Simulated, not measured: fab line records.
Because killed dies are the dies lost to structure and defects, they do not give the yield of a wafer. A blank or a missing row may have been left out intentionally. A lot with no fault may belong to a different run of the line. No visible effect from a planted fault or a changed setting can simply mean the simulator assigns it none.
Struck lot and sound lot, side by side ; flow n5-finfet ; 15 out of 1938 route steps
Sound: wafers L313.1, L313.4, L313.5. Struck: wafer L318.5 (left out: L318.3, L318.4 of the same lot, which were not struck); the cause appears at the end.
For every step that has rows: the tool of each side, followed by ch and its chambers, followed by its first start. Under that, the readings that differ: sound wafers ; struck wafers ; difference of the means ; sigmas: that difference in standard deviations of wafers without a fault.
alike: a reading whose means differ by less than 2 such deviations, as well as words and numbers matching on both sides. not compared: withheld readings; readings where some wafer has no value; bounds like >300 that might hide an equal value; numbers whose values overlap and for which the record gives no deviation.
Wherever a step has rows on one side only, a row that says differs or no value, or a row with sigmas, the two part there. Numbers that don't overlap but have no deviation are shown without sigmas and don't part them. A reading missing from all wafers of one side parts the sides only when that side holds two or more wafers.

first, 1 step without rows for these wafers: N5_FIN_CUT_PRECLEAN_35 (cleans in vHF, time 13.3 s).
N5_FIN_CUT_CUT_ETCH_15: etches Si in HBr/Cl2/O2, target depth 100 nm, bt time 10 s, time 42.4 s.
  sound on rie-si-03 ch 0,2, day 4 17:16; struck on rie-si-02 ch 1, day 5 22:44
reading;sound;struck;difference;sigmas
oes-product-au (a.u.);1.006 1.013 1.021;0.981;-0.032;-3
  alike: chamber-pressure-mTorr, drypump-motor-current-A, oes_o_777_au, throttle-valve-pct
  not compared: rf-hours-counter-h
N5_FIN_CUT_CUT_ETCH_28: etches Si in HBr/Cl2/O2, target depth 6 nm, time 2.4 s.
  sound on rie-si-03 ch 0,2, day 4 17:19; struck on rie-si-02 ch 1, day 5 22:47
reading;sound;struck;difference;sigmas
oes-product-au (a.u.);1.014 1.011 1.015;0.976;-0.037;-3
  alike: chamber-pressure-mTorr, drypump-motor-current-A, oes_o_777_au, throttle-valve-pct
  not compared: rf-hours-counter-h
N5_FIN_CUT_STRIP_22: strips in N2/H2.
  sound on rie-diel-05 ch 1,3, day 4 17:23; struck on rie-diel-05 ch 1, day 5 22:52
  alike: chamber-pressure-mTorr, drypump-motor-current-A, oes-product-au, rf-vpp-V, showerhead-plenum-p-Torr, throttle-valve-pct
  not compared: rf-hours-counter-h
then, 3 steps without rows for these wafers: N5_FIN_CUT_PRECLEAN_36 (cleans in O3/DIW, time 60 s); N5_FIN_CUT_SRD_32 (time 30 s); N5_FIN_CUT_UV_OZONE_34 (time 120 s).
N5_FIN_CUT_INSPECT_17: inspects for defects (brightfield).
  struck on defect-inspect-02, day 5 23:01; sound on defect-inspect-02, day 4 17:32
reading;sound;struck;difference;sigmas
raw-defect-count;149 181 191;351;+177;+2
N5_STI_FIN_REVEAL_ALD_00: deposits SiO2, target thk 1 nm, pulse time 1 s.
  sound on ald-sin-03 ch 1,2,3, day 4 17:35; struck on ald-sin-03 ch 3, day 5 23:04
  alike: heater-power-w, precursor-pulse-height-rel
N5_STI_FIN_REVEAL_ALD_14: deposits Si3N4, target thk 3 nm.
  sound on ald-sin-03 ch 1,2,3, day 4 17:38; struck on ald-sin-03 ch 3, day 5 23:07
  alike: heater-power-w
then, 2 steps without rows for these wafers: N5_STI_FIN_REVEAL_FCVD_FILL_01 (material SiO2 flowable, target thk 312 nm, time 512.2 s); N5_STI_FIN_REVEAL_DENSIFY_02 (time 1800 s).
N5_STI_FIN_REVEAL_CMP_04: polishes, stops on Si3N4, t overpolish 4 s, target thk 131.83 nm.
  sound on cmp-04 ch 0,2,3, day 4 22:44; struck on cmp-04 ch 2, day 6 04:11
reading;sound;struck;difference;sigmas
time-to-endpoint-s (s);102 98 101;213;+113;+26
  alike: motor-current-A, overpolish-run-s
N5_STI_FIN_REVEAL_THK_MEAS_05:
  struck on film-metro-02, day 6 04:44; sound on film-metro-01, day 4 22:58
reading;sound;struck;difference;sigmas
thk-nm (nm);132.2 131.2 132.2;135.4;+3.5;+3
next, for these wafers, 1 step has no rows: N5_PASSIVATION_PROBE_49.

== WHERE THEY PART ==
Last at N5_STI_FIN_REVEAL_THK_MEAS_05 as far as this record goes, first at N5_FIN_CUT_CUT_ETCH_15.

WHY: what the simulator had put in
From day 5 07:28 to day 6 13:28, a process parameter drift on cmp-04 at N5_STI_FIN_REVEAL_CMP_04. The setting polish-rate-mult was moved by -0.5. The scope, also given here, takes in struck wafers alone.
